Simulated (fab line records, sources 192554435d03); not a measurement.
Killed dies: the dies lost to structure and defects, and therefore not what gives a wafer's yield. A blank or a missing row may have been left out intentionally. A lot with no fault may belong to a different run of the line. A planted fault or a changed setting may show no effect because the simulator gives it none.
2 desks looking at one fault	flow n5-finfet	every desk sees just its own numbers, and what lay behind them comes last

## TOOL OWNER'S DESK, rtp-anneal-02
At N5_BEOL_M2_ANNEAL_51 (time 90 s), the tool's own readings, given per lot that ran on this tool as the mean of the sampled wafers with a number. A lot is out of limits, marked OUT, if its mean lies more than 4 standard deviations from the usual mean; the brackets give that distance.
Columns: A = wafer_temp_C_max at N5_BEOL_M2_ANNEAL_51, usual 225.9
lot	first seen here	A
L633	day 7 15:10	225.7
L639	day 9 04:04	228.2 (+6.9) OUT
L640	day 9 09:00	228.2 (+6.8) OUT
L643	day 10 04:25	227.9 (+6.0) OUT
L632	day 12 12:53	225.8
L653	day 13 10:09	225.8
This desk finds L639, L640, L643 out of limits, L639 being first, at day 9 04:04 (wafer_temp_C_max at N5_BEOL_M2_ANNEAL_51). L633, L632, L653 stayed within limits.

## AT THE METROLOGY DESK
Lot by lot, what the gauges showed, no matter which tool ran the lot: averages of those sampled wafers that carry a number. A lot is out of limits, marked OUT, if its mean lies more than 4 standard deviations from the usual mean; the brackets give that distance. Of its 10 readings 7 are shown: those that lie furthest out on some lot.
Columns: A = DIBL_N at N5_BEOL_M4_RC_MEAS_101, usual 36.1 mV/V; B = DIBL_P at N5_BEOL_M4_RC_MEAS_101, usual 35.7 mV/V; C = IOFF_N at N5_BEOL_M4_RC_MEAS_101, usual 0.159 nA/um; D = ION_N at N5_BEOL_M4_RC_MEAS_101, usual 673 uA/um; E = ION_P at N5_BEOL_M4_RC_MEAS_101, usual 462 uA/um; F = VT_N at N5_BEOL_M4_RC_MEAS_101, usual 249.7 mV; G = VT_P at N5_BEOL_M4_RC_MEAS_101, usual -250 mV
lot	first seen here	A	B	C	D	E	F	G
L630	day 7 22:14	33.4	33.7	0.125	662	462	252.0	-249
L633	day 8 15:06	35.3	32.8	0.159	682	476	248.2	-246
L639	day 10 04:53	35.3	35.2	0.160	674	456	252.0	-251
L640	day 10 11:17	37.2	36.6	0.160	675	464	249.1	-249
L643	day 11 04:47	36.3	37.2	0.154	672	467	250.1	-247
L645	day 11 15:17	38.6	37.3	0.191	685	460	248.2	-252
L647	day 12 12:33	36.2	37.0	0.189	686	465	246.0	-250
L632	day 13 19:43	35.2	35.9	0.162	678	473	249.6	-246
L651	day 13 21:15	36.2	35.9	0.173	676	460	249.5	-251
L653	day 14 16:55	37.4	35.8	0.160	675	472	248.7	-248
This desk's verdict: no lot among the 10 shows anything out of limits.

## ALL TOGETHER
At day 9 04:04, on L639, L640, L643, the tool owner's desk was in a position to raise an alarm.
Metrology desk: nothing out of limits seen.
The metrology desk has L639, L640, L643 on record, within its limits.
Every lot named ran N5_BEOL_M2_ANNEAL_51 on rtp-anneal-02.

## WHAT THE SIMULATOR PUT IN
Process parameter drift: rtp-anneal-02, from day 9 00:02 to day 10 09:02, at N5_BEOL_M2_ANNEAL_51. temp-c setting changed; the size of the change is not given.
Lots struck among those shown: L639, L640, L643.
Hours from the fault's start to each desk's first reading out of limits: the tool owner's desk, 4.
